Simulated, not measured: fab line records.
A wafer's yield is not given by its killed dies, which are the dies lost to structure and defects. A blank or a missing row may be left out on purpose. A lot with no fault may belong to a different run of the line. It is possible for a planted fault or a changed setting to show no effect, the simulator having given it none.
Lot-split experiment | flow n5-finfet | 7 lots, 21 wafers read, on a route of 1938 steps

ON THE SPLIT
At N5_FIN_CUT_ETCH_21 (etches SOC in N2/H2, target depth 219 nm, overetch 43.8 nm, time 523.5 s), the setting time-s was moved away from the recipe's 523.5 s on 3 of the 21 wafers read, by +9.9% to +19.3%. For the rest of the wafers, this setting stayed at what the recipe calls for.

The split's own step is where the reading is taken.

THE READING
SiARC_of_FIN_CUT_COAT_19.thk-nm (the simulator's own value, which no gauge read), in nm, at N5_FIN_CUT_ETCH_21 (etches SOC in N2/H2, target depth 219 nm, overetch 43.8 nm, time 523.5 s). The file does not state a usual value for it. Average 12.0 nm, standard deviation 0.19 nm, over the 18 wafers here run with the recipe.

wafer  | tool, chamber at the split | time-s as run, s | against the recipe | SiARC_of_FIN_CUT_COAT_19.thk-nm, nm | against lot-mates on the recipe
L074.1 | rie-diel-02, 2             | 624.3            | +19.3%             | 10.4                                | -1.6
L074.4 | rie-diel-02, 3             | 523.5            | recipe             | 12                                  | -
L074.5 | rie-diel-02, 2             | 624.3            | +19.3%             | 10.6                                | -1.4
L076.1 | rie-diel-02, 1,0           | 523.5            | recipe             | 12.2                                | -
L076.3 | rie-diel-02, 1,0           | 523.5            | recipe             | 12.2                                | -
L076.2 | rie-diel-02, 2             | 523.5            | recipe             | 11.8                                | -
L077.1 | rie-diel-02, 0,1           | 523.5            | recipe             | 12.2                                | -
L077.6 | rie-diel-02, 0,1           | 523.5            | recipe             | 12.2                                | -
L077.3 | rie-diel-02, 2             | 523.5            | recipe             | 12                                  | -
L078.2 | rie-diel-04, 0,2           | 523.5            | recipe             | 11.8                                | -
L078.6 | rie-diel-04, 0,2           | 523.5            | recipe             | 11.8                                | -
L078.3 | rie-diel-04, 2             | 523.5            | recipe             | 11.6                                | -
L081.1 | rie-diel-04, 1             | 523.5            | recipe             | 12.2                                | -
L081.4 | rie-diel-04, 1             | 523.5            | recipe             | 12.2                                | -
L081.3 | rie-diel-04, 2             | 523.5            | recipe             | 11.8                                | -
L085.1 | rie-diel-02, 0             | 523.5            | recipe             | 12.2                                | -
L085.4 | rie-diel-02, 3             | 523.5            | recipe             | 12                                  | -
L085.5 | rie-diel-02, 3             | 523.5            | recipe             | 12                                  | -
L088.1 | rie-diel-02, 2             | 523.5            | recipe             | 12                                  | -
L088.2 | rie-diel-02, 1             | 575.5            | +9.9%              | 11.4                                | -0.7
L088.3 | rie-diel-02, 3             | 523.5            | recipe             | 12.2                                | -
When a row names more than one chamber, that row covers several wafers, and the file does not tell which wafer ran in which chamber.

FIT RESULTS
A straight line over all 21 wafers: SiARC_of_FIN_CUT_COAT_19.thk-nm changes by -0.0773 nm for each +1% of time-s; r = -0.93; the points scatter about the line by 0.19 nm.
The same after taking each lot's own level away (the mean of its wafers on the recipe; 21 wafers): -0.0771 nm for each +1%; r = -0.96; scatter 0.13 nm.
Per that fit: largest time-s move, reading shift of 1.5 nm.
Across the lots, their own levels run from 11.73 to 12.13 nm, a range of 2.1 times the standard deviation given above.
The two slopes agree, so the slope changes little with the lot-to-lot level.
Check: -1.39 nm against its lot-mates is what the line predicts for one of the wafers moved furthest among these (+19.3%) when that wafer is left out of the fit. It came out at -1.6 nm against them.

FILE'S OWN FIT
SiARC_of_FIN_CUT_COAT_19.thk-nm changes by -0.0763 nm for each +1% of time-s, r = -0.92.
